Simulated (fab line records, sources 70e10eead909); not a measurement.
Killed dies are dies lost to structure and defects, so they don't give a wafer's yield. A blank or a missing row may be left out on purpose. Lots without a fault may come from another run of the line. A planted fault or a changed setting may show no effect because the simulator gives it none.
Which tool did it? | flow nand_harc | 13 lots, 39 wafers sampled, at 6 steps of a route of 1159

WHAT THE GAUGES READ, wafer by wafer
NHARC_P_BONDPAD_INSPECT_23. Usual: raw_defect_count 378, standard deviation 140.
lot  | measured     | on                | raw_defect_count | flag
L164 | day 6 21:25  | defect_inspect-02 | 216 220 246      |
L165 | day 6 22:22  | defect_inspect-02 | 274 573 404      |
L168 | day 7 21:51  | defect_inspect-01 | 386 475 243      |
L171 | day 8 18:51  | defect_inspect-02 | 674 479 523      |
L177 | day 9 19:14  | defect_inspect-02 | 270 353 419      |
L179 | day 10 14:08 | defect_inspect-02 | 241 259 233      |
L178 | day 10 14:45 | defect_inspect-02 | 305 266 206      |
L181 | day 10 22:32 | defect_inspect-01 | 270 340 466      |
L182 | day 10 23:08 | defect_inspect-01 | 467 347 387      |
L183 | day 11 11:45 | defect_inspect-02 | 348 386 353      |
L184 | day 11 13:25 | defect_inspect-01 | 309 445 405      |
L186 | day 11 21:07 | defect_inspect-01 | 250 335 372      |
L185 | day 11 21:37 | defect_inspect-01 | 520 577 239      |

NHARC_A_ONON_D1_THK_MEAS_05: measures by ellipsometry. Usual: thk_nm 997 nm, standard deviation 10.
lot  | measured     | on            | thk_nm (nm)                   | flag
L164 | day 7 22:08  | film_metro-02 | 1010 1010 1011                |
L165 | day 7 22:21  | film_metro-01 | 984 985 984                   |
L168 | day 8 21:50  | film_metro-01 | 1560 1563 1562 1562 1562 1563 | OFF
L171 | day 9 17:20  | film_metro-02 | 1560 1560 1560 1561 1560 1560 | OFF
L177 | day 10 17:33 | film_metro-02 | 994 995 993                   |
L179 | day 11 14:56 | film_metro-02 | 996 993 997                   |
L178 | day 11 14:54 | film_metro-01 | 999 998 1001                  |
L181 | day 11 21:58 | film_metro-01 | 1000 1000 999                 |
L182 | day 11 21:57 | film_metro-01 | 986 987 988                   |
L183 | day 12 12:03 | film_metro-01 | 994 996 994                   |
L184 | day 12 12:02 | film_metro-02 | 992 993 993                   |
L186 | day 12 21:58 | film_metro-02 | 1010 1009 1007                |
L185 | day 12 21:59 | film_metro-02 | 985 985 985                   |

NHARC_A_ONON_D1_THK_MEAS_11: measures by ellipsometry. Usual: thk_nm 1000 nm, standard deviation 8.
lot  | measured     | on            | thk_nm (nm)    | flag
L164 | day 7 23:17  | film_metro-01 | 1000 997 999   |
L165 | day 7 23:29  | film_metro-02 | 1007 1007 1008 |
L177 | day 10 18:40 | film_metro-02 | 1001 1001 1002 |
L179 | day 11 16:05 | film_metro-01 | 1006 1008 1007 |
L178 | day 11 16:04 | film_metro-02 | 1000 999 999   |
L181 | day 11 23:08 | film_metro-02 | 996 994 995    |
L182 | day 11 23:05 | film_metro-02 | 1005 1007 1003 |
L183 | day 12 13:11 | film_metro-01 | 998 1000 1000  |
L184 | day 12 13:10 | film_metro-02 | 1011 1011 1011 |
L186 | day 12 23:07 | film_metro-02 | 988 987 991    |
L185 | day 12 23:08 | film_metro-01 | 997 998 997    |

NHARC_A_ONON_D1_THK_MEAS_18: measures by ellipsometry. Usual: thk_nm 1000 nm, standard deviation 9.1.
lot  | measured     | on            | thk_nm (nm)    | flag
L164 | day 8 06:49  | film_metro-01 | 996 996 994    |
L165 | day 8 06:50  | film_metro-02 | 1006 1005 1006 |
L177 | day 11 02:19 | film_metro-01 | 993 993 993    |
L179 | day 12 00:01 | film_metro-02 | 1011 1010 1011 |
L178 | day 12 00:01 | film_metro-01 | 994 996 996    |
L181 | day 12 07:45 | film_metro-01 | 995 998 996    |
L182 | day 12 07:44 | film_metro-01 | 990 991 991    |
L183 | day 12 20:56 | film_metro-01 | 994 994 992    |
L184 | day 12 20:55 | film_metro-02 | 1016 1017 1016 |
L186 | day 13 06:47 | film_metro-01 | 998 998 995    |
L185 | day 13 06:47 | film_metro-01 | 998 997 995    |

NHARC_END_SORT_01. Usual: defect_limited_yield 95.2 %, standard deviation 1.4; killed_at_array 28, standard deviation 8.9; killed_at_other 0.8, standard deviation 1.2; killed_at_periphery 3.3, standard deviation 2.3; killed_dies 32, standard deviation 9.4; killed_open 3.2, standard deviation 1.8; killed_short 1.9, standard deviation 1.4; sort_bin_2_pct 1.4 %, standard deviation 0.56; sort_bin_3_pct 0.26 %, standard deviation 0.21; sort_bin_4_pct 3.1 %, standard deviation 1; sort_n_pass 645, standard deviation 9.4; sort_rim_yield_pct 95.7 %, standard deviation 2.4; sort_yield_pct 95.2 %, standard deviation 1.4.
lot  | measured     | on        | defect_limited_yield (%) | killed_at_array | killed_at_other | killed_at_periphery | killed_dies | killed_open | killed_short | sort_bin_2_pct (%) | sort_bin_3_pct (%) | sort_bin_4_pct (%) | sort_n_pass | sort_rim_yield_pct (%) | sort_yield_pct (%) | flag
L164 | day 19 17:35 | prober-02 | 97.9 98.4 97.5           | 11 10 16        | 0 0 0           | 3 1 1               | 14 11 17    | 4 1 1       | 3 2 5        | 0.6 0.4 0.7        | 0.15 0.15 0.30     | 1.3 1.0 1.5        | 663 666 660 | 98.1 97.2 94.3         | 97.9 98.4 97.5     |
L165 | day 20 01:26 | prober-02 | 96.5 97.6 97.6           | 17 14 14        | 1 0 0           | 6 2 2               | 24 16 16    | 8 3 1       | 5 1 1        | 0.9 0.6 0.4        | 0 0.30 0           | 2.7 1.5 1.9        | 653 661 661 | 93.4 98.1 100.0        | 96.5 97.6 97.6     |
L177 | day 22 13:32 | prober-01 | 94.7 95.6 94.7           | 35 24 33        | 0 2 1           | 1 4 2               | 36 30 36    | 4 5 4       | 3 2 5        | 1.8 1.3 1.8        | 0.44 0.44 0.30     | 3.1 2.7 3.2        | 641 647 641 | 95.3 96.2 99.1         | 94.7 95.6 94.7     |
L179 | day 23 05:02 | prober-01 | 92.9 93.6 94.4           | 35 32 26        | 4 3 5           | 9 8 7               | 48 43 38    | 5 3 1       | 0 2 3        | 2.2 1.8 0.9        | 0 0.44 0.30        | 4.9 4.1 4.4        | 629 634 639 | 91.5 94.3 90.6         | 92.9 93.6 94.4     |
L178 | day 23 18:05 | prober-02 | 93.4 96.8 93.1           | 37 21 45        | 0 0 0           | 8 1 2               | 45 22 47    | 7 0 3       | 2 0 1        | 1.2 0.7 2.4        | 0.30 0.15 0.30     | 5.2 2.4 4.3        | 632 655 630 | 91.5 97.2 93.4         | 93.4 96.8 93.1     |
L181 | day 24 07:40 | prober-01 | 94.1 95.1 93.2           | 37 32 43        | 1 0 1           | 2 1 2               | 40 33 46    | 4 2 3       | 4 1 5        | 1.0 2.1 1.8        | 0.15 0.44 0.30     | 4.7 2.4 4.7        | 637 644 631 | 93.4 94.3 90.6         | 94.1 95.1 93.2     |
L182 | day 23 23:56 | prober-01 | 94.8 96.9 97.9           | 30 15 14        | 0 1 0           | 5 5 0               | 35 21 14    | 4 3 2       | 2 2 2        | 1.3 1.0 0.3        | 0 0 0.15           | 3.8 2.1 1.6        | 642 656 663 | 96.2 100.0 98.1        | 94.8 96.9 97.9     |
L183 | day 25 05:34 | prober-02 | 94.5 93.4 94.7           | 35 43 34        | 0 0 0           | 2 2 2               | 37 45 36    | 1 6 2       | 3 2 0        | 1.6 3.0 1.5        | 0.15 0.15 0.30     | 3.7 3.5 3.5        | 640 632 641 | 95.3 96.2 91.5         | 94.5 93.4 94.7     |
L184 | day 24 13:35 | prober-02 | 93.5 93.5 94.1           | 36 37 36        | 0 1 0           | 8 6 4               | 44 44 40    | 2 7 1       | 1 4 1        | 1.9 2.7 1.6        | 0.15 0 0.30        | 4.4 3.8 4.0        | 633 633 637 | 91.5 94.3 100.0        | 93.5 93.5 94.1     |
L186 | day 24 15:29 | prober-01 | 95.7 95.3 95.4           | 26 30 29        | 0 0 0           | 3 2 2               | 29 32 31    | 5 4 1       | 0 1 5        | 1.2 1.6 1.3        | 0.30 0.59 0.30     | 2.8 2.5 3.0        | 648 645 646 | 93.4 97.2 98.1         | 95.7 95.3 95.4     |
L185 | day 25 08:47 | prober-01 | 96.2 96.5 95.6           | 22 19 23        | 0 0 1           | 4 5 6               | 26 24 30    | 4 3 1       | 3 3 2        | 0.4 0.9 1.0        | 0.30 0 0.15        | 3.1 2.7 3.2        | 651 653 647 | 100.0 97.2 94.3        | 96.2 96.5 95.6     |

WHICH TOOL RAN EACH LOT (tool, then ch and the chambers of the sampled wafers, then the start)
lot  | NHARC_A_ONON_D1_DEP_03
L164 | pecvd_onon-02 ch 0, day 7 21:41
L165 | pecvd_onon-01 ch 0, day 7 21:53
L168 | pecvd_onon-01 ch 0, day 8 21:20
L171 | pecvd_onon-01 ch 0, day 9 16:53
L177 | pecvd_onon-02 ch 0, day 10 17:02
L179 | pecvd_onon-02 ch 0, day 11 14:23
L178 | pecvd_onon-03 ch 0, day 11 14:26
L181 | pecvd_onon-03 ch 0, day 11 21:28
L182 | pecvd_onon-02 ch 0, day 11 21:26
L183 | pecvd_onon-01 ch 0, day 12 11:36
L184 | pecvd_onon-03 ch 0, day 12 11:35
L186 | pecvd_onon-03 ch 0, day 12 21:28
L185 | pecvd_onon-02 ch 0, day 12 21:28
- NHARC_A_ONON_D1_DEP_03: target thk 1000 nm.

WHAT THE TOOLS THEMSELVES READ (means of the sampled wafers that have a number; where no wafer has one, the mark that the record gives instead)
NHARC_A_ONON_D1_DEP_03. Usual: nh3_flow_sccm 500.0 sccm, standard deviation 1.5; sih4_flow_sccm 210.0 sccm, standard deviation 0.63; susceptor_temp_C 400.06 C, standard deviation 0.24.
lot  | tool          | nh3_flow_sccm (sccm) | sih4_flow_sccm (sccm) | susceptor_temp_C (C) | flag
L164 | pecvd_onon-02 | 500.3                | 210.4                 | 400.04               |
L165 | pecvd_onon-01 | 498.5                | 210.3                 | 400.03               |
L168 | pecvd_onon-01 | 501.0                | 209.3                 | 400.27               |
L171 | pecvd_onon-01 | 499.2                | 210.4                 | 400.11               |
L177 | pecvd_onon-02 | 498.6                | 210.7                 | 400.19               |
L179 | pecvd_onon-02 | 499.5                | 210.3                 | 400.36               |
L178 | pecvd_onon-03 | 501.1                | 209.0                 | 399.90               |
L181 | pecvd_onon-03 | 498.1                | 210.1                 | 399.82               |
L182 | pecvd_onon-02 | 498.8                | 209.3                 | 400.41               |
L183 | pecvd_onon-01 | 501.7                | 209.7                 | 400.19               |
L184 | pecvd_onon-03 | 498.9                | 209.5                 | 399.84               |
L186 | pecvd_onon-03 | 500.0                | 210.1                 | 399.94               |
L185 | pecvd_onon-02 | 500.3                | 210.2                 | 400.13               |

THE ANSWER, worked out from the rows above alone
Rule: a lot is off if the mean of its wafers that have a number lies more than 3 standard deviations from the usual mean. A lot without any number at a reading at which 4 lots or more have one is off too. The other lots that the step has rows for count as sound. The gauges are gone through in route order, then the tools' own readings, and for those a lot's mean is taken as printed above. The first step at which some lot is off is used, and at that step the reading that is off furthest; a lot without a number counts as furthest.
Off: L168, L171, at NHARC_A_ONON_D1_THK_MEAS_05 (thk_nm).
A tool fits if, at a process step before that reading, it ran every lot that is off, and no sound lot after the first of them. The gauges at NHARC_A_ONON_D1_THK_MEAS_05 are tried like those tools. None of those tried fits.

WHAT THE SIMULATOR HAD PUT IN
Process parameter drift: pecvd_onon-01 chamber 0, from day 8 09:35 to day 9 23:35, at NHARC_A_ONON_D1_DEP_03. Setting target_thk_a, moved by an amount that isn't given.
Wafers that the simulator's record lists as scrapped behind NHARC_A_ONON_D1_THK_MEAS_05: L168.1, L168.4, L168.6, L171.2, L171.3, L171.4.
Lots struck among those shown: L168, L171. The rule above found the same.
